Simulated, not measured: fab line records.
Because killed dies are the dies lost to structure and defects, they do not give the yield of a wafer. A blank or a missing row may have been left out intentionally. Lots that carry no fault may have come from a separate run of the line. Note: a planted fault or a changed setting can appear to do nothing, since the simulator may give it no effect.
Comparing a struck lot with a sound one || flow n5Finfet || 36 steps out of a route of 1938
Sound: these wafers, L294.3, L294.5, L294.6. Wafers L308.3, L308.4, L308.6 were the ones struck. The cause comes at the end.
At each step with rows: each side's tool, then ch and its chambers, then its first start. Under that, the readings that differ: sound wafers || struck wafers || difference of the means || sigmas: that difference in standard deviations of wafers without a fault.
alike: readings with means less than 2 such deviations apart, plus words and numbers identical on both sides. not compared: withheld readings, readings lacking a value on some wafer, bounds such as >300 that could conceal the same value, and numbers that have no deviation in the record and whose values overlap.
Wherever a step has rows on one side only, a row that says differs or no value, or a row with sigmas, the two part there. When numbers do not overlap yet have no deviation, they are printed without sigmas and do not part them. A reading that every wafer of one side lacks parts them only if that side has two wafers or more.

first, 9 steps without rows for these wafers: N5_MOL_CONTACT_COAG_COAT_34 (resist thk 40 nm); N5_MOL_CONTACT_COAG_EBR_36; N5_MOL_CONTACT_COAG_SOFTBAKE_35 (time 60 s); N5_MOL_CONTACT_COAG_EXPOSE_37 (exposes mask VD, defocus 0 nm); N5_MOL_CONTACT_COAG_PEB_38 (peb time 60 s); N5_MOL_CONTACT_COAG_DEVELOP_39 (develop time 30 s); N5_MOL_CONTACT_COAG_DESCUM_45 (chemistry O2, time 7 s); N5_MOL_CONTACT_COAG_ETCH_65 (etches underlayer in N2/H2, target depth 13 nm, time 10.4 s); N5_MOL_CONTACT_COAG_ETCH_66 (etches SiARC in CF4, target depth 13 nm, time 21.7 s).
N5_MOL_CONTACT_COAG_ALD_133: deposits SiO2, target thk 5 nm, pulse time 1 s, co reactant pulse time 1 s.
  sound on aldSin-01 ch 0,3, day 6 02:20; struck on aldSin-01 ch 1,3, day 9 17:38
  alike: heaterPowerW, precursorPulseHeightRel
then, 25 steps without rows for these wafers: N5_MOL_CONTACT_COAG_ETCHBACK_134 (etches SiO2 in CHF3, target depth 10 nm, time 6.7 s); N5_MOL_CONTACT_COAG_ETCH_67 (etches SOC in N2/H2, target depth 60 nm, overetch 21 nm, time 101.2 s); N5_MOL_CONTACT_COAG_STRIP_68 (strips in N2/H2); N5_MOL_CONTACT_COAG_STRIP_69 (strips in N2/H2); N5_MOL_CONTACT_COAG_ETCHBACK_136 (etches SiO2 in CHF3, target depth 25 nm, time 16.7 s); N5_MOL_CONTACT_COAG_STRIP_120 (strips in CHF3); N5_MOL_CONTACT_COAG_VIA_ETCH_117 (etches SiO2 in C4F6/O2, target depth 40 nm, overetch 8 nm, time 26 s); N5_MOL_CONTACT_COAG_ETCH_124 (etches SiNx in CH3F/O2, stops on SiOC, target depth 6.5 nm); N5_MOL_CONTACT_COAG_ETCH_48 (etches SiOC in C4F6/O2, target depth 15 nm, overetch 4.5 nm, time 17 s); N5_MOL_CONTACT_COAG_STRIP_72 (strips in N2/H2); N5_MOL_CONTACT_COAG_STRIP_49 (strips in N2/H2, time 30 s); N5_MOL_CONTACT_COAG_PRECLEAN_138 (cleans in alkaline clean, time 60 s); N5_MOL_CONTACT_COAG_SRD_139 (time 30 s); N5_MOL_CONTACT_COAG_PRE_CLEAN_121; N5_MOL_CONTACT_COAG_CVD_140 (deposits W, target thk 66.5 nm, time 215 s); N5_MOL_CONTACT_COAG_PRECLEAN_127 (cleans in DIW, time 57.5 s); N5_MOL_CONTACT_COAG_SRD_128 (dry time 32 s); N5_MOL_CONTACT_COAG_CMP_52 (polishes, stops on SiO2, t overpolish 1.5 s, target thk 66.5 nm); N5_MOL_CONTACT_COAG_ANNEAL_112 (time 1800 s); N5_BEOL_M0_SAQP_PECVD_00 (deposits SiCN from 3MS/NH3, target thk 8 nm, time 14 s); N5_BEOL_M0_SAQP_ILD_DEP_01 (deposits SiOC from DEMS/O2, target thk 45.419 nm, time 8.7 s); N5_BEOL_M0_SAQP_HM_DEP_02 (deposits TiN, target thk 12 nm); N5_BEOL_M0_SAQP_PECVD_03 (deposits SiCN from 3MS/NH3, target thk 12 nm, time 21.1 s); N5_BEOL_M0_SAQP_PECVD_96 (deposits a-Si from SiH4/He, target thk 45 nm, time 45.2 s); N5_BEOL_M0_SAQP_PECVD_97 (deposits SiNx from SiH4/NH3/N2, target thk 23 nm, time 19.9 s).
-- here the record skips 7 days between the struck wafers' starts before and after, leaving off in module BEOL_M0_SAQP and picking up in module PASSIVATION (first step shown: number 1936 of the route) --
N5_PASSIVATION_PROBE_49:
  sound on prober-02 at day 13 02:01; struck on prober-02 at day 16 14:45
{"reading": "defectLimitedYield (%)", "sound": "91.9 91.3 91.1", "struck": "85.5 87.8 86.0", "difference": -5.0, "sigmas": -3}
{"reading": "killedAtContacts", "sound": "14 10 8", "struck": "95 67 90", "difference": "+73", "sigmas": "+13"}
{"reading": "killedAtOther", "sound": "5 10 6", "struck": "2 1 1", "difference": -6, "sigmas": -2}
{"reading": "killedDies", "sound": "96 103 105", "struck": "171 144 165", "difference": "+59", "sigmas": "+3"}
{"reading": "sort_bin_5_function (%)", "sound": "4.4 4.9 5.0", "struck": "9.1 7.8 9.2", "difference": "+3.9", "sigmas": "+4"}
{"reading": "sortNPass", "sound": "1084 1077 1075", "struck": "1009 1036 1015", "difference": -59, "sigmas": -3}
{"reading": "sortYieldPct (%)", "sound": "91.9 91.3 91.1", "struck": "85.5 87.8 86.0", "difference": -5.0, "sigmas": -3}
  alike: killed_at_M0_to_M3, killed_at_M4_up, killedAtFrontEnd, killedOpen, killedShort, sort_bin_6_memory

WHERE THEY PART
Only at N5_PASSIVATION_PROBE_49, as far as this record shows.

WHY: the cause the simulator had injected
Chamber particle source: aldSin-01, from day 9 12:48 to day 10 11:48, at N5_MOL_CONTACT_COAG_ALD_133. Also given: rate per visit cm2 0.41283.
